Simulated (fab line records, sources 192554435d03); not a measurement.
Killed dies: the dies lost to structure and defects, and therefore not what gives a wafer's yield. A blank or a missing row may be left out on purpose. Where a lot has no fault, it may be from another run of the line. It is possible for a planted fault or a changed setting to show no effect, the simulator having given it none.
Split-lot experiment | flow n5-finfet | route with 1938 steps; 7 lots, 39 wafers read

SPLIT DETAILS
At N5_DUMMY_GATE_HM_DEP_06 (deposits SiNx from DCS/NH3, target thk 80 nm, time 5141 s), the setting target-thk-a was moved away from the recipe's 800 angstrom on 24 of the 39 wafers read, by -13.9% to +10.0%. The other wafers ran this setting at the recipe's value.

The split's own step is where the reading is taken.

THE READING
SiNx_of_DUMMY_GATE_HM_DEP_06.thk-nm (the simulator's own value, which no gauge read), in nm, at N5_DUMMY_GATE_HM_DEP_06 (deposits SiNx from DCS/NH3, target thk 80 nm, time 5141 s). The file does not state a usual value for it. The 15 wafers here that ran the recipe average 80.8 nm, standard deviation 0.47 nm.

wafer  | tool, chamber at the split | target-thk-a as run, angstrom | against the recipe | SiNx_of_DUMMY_GATE_HM_DEP_06.thk-nm, nm | against lot-mates on the recipe
L079.1 | -, -                       | 848.6                         | +6.1%              | 84.6                                    | no lot-mate on the recipe
L079.4 | -, -                       | 848.6                         | +6.1%              | 84.6                                    | no lot-mate on the recipe
L079.2 | -, -                       | 848.6                         | +6.1%              | 85.2                                    | no lot-mate on the recipe
L079.5 | -, -                       | 848.6                         | +6.1%              | 85.2                                    | no lot-mate on the recipe
L079.3 | -, -                       | 848.6                         | +6.1%              | 85                                      | no lot-mate on the recipe
L079.6 | -, -                       | 848.6                         | +6.1%              | 84.8                                    | no lot-mate on the recipe
L080.1 | -, -                       | 710.3                         | -11.2%             | 71.2                                    | no lot-mate on the recipe
L080.4 | -, -                       | 710.3                         | -11.2%             | 71.2                                    | no lot-mate on the recipe
L080.6 | -, -                       | 710.3                         | -11.2%             | 71.2                                    | no lot-mate on the recipe
L080.2 | -, -                       | 710.3                         | -11.2%             | 71                                      | no lot-mate on the recipe
L080.3 | -, -                       | 710.3                         | -11.2%             | 71                                      | no lot-mate on the recipe
L080.5 | -, -                       | 710.3                         | -11.2%             | 71.6                                    | no lot-mate on the recipe
L082.1 | lpcvd-02, 1/65             | 800                           | recipe             | 80.2                                    | -
L082.2 | lpcvd-02, 1/70             | 800                           | recipe             | 80.8                                    | -
L082.5 | lpcvd-02, 1/84             | 800                           | recipe             | 81.4                                    | -
L083.1 | -, -                       | 880.3                         | +10.0%             | 88.8                                    | no lot-mate on the recipe
L083.2 | -, -                       | 880.3                         | +10.0%             | 88.4                                    | no lot-mate on the recipe
L083.3 | -, -                       | 880.3                         | +10.0%             | 88.4                                    | no lot-mate on the recipe
L083.4 | -, -                       | 880.3                         | +10.0%             | 88                                      | no lot-mate on the recipe
L083.5 | -, -                       | 880.3                         | +10.0%             | 88.6                                    | no lot-mate on the recipe
L083.6 | -, -                       | 880.3                         | +10.0%             | 87.8                                    | no lot-mate on the recipe
L090.1 | -, -                       | 689.1                         | -13.9%             | 71.2                                    | no lot-mate on the recipe
L090.5 | -, -                       | 689.1                         | -13.9%             | 71.2                                    | no lot-mate on the recipe
L090.2 | -, -                       | 689.1                         | -13.9%             | 71.6                                    | no lot-mate on the recipe
L090.3 | -, -                       | 689.1                         | -13.9%             | 71.8                                    | no lot-mate on the recipe
L090.4 | -, -                       | 689.1                         | -13.9%             | 72                                      | no lot-mate on the recipe
L090.6 | -, -                       | 689.1                         | -13.9%             | 71.4                                    | no lot-mate on the recipe
L094.1 | -, -                       | 800                           | recipe             | 81.2                                    | -
L094.2 | -, -                       | 800                           | recipe             | 80.4                                    | -
L094.4 | -, -                       | 800                           | recipe             | 80.4                                    | -
L094.3 | -, -                       | 800                           | recipe             | 80.6                                    | -
L094.5 | -, -                       | 800                           | recipe             | 80.6                                    | -
L094.6 | -, -                       | 800                           | recipe             | 80.2                                    | -
L097.1 | -, -                       | 800                           | recipe             | 81.2                                    | -
L097.5 | -, -                       | 800                           | recipe             | 81.2                                    | -
L097.6 | -, -                       | 800                           | recipe             | 81.2                                    | -
L097.2 | -, -                       | 800                           | recipe             | 80.4                                    | -
L097.3 | -, -                       | 800                           | recipe             | 81.8                                    | -
L097.4 | -, -                       | 800                           | recipe             | 81                                      | -

FIT RESULTS
A straight line over all 39 wafers: SiNx_of_DUMMY_GATE_HM_DEP_06.thk-nm changes by +0.737 nm for each +1% of target-thk-a; r = +0.99; the points scatter about the line by 0.77 nm.
Too few moved wafers with a lot-mate on the recipe to fit a line net of each lot's own level.

THE FILE'S OWN FIT
SiNx_of_DUMMY_GATE_HM_DEP_06.thk-nm changes by +0.737 nm for each +1% of target-thk-a, r = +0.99.
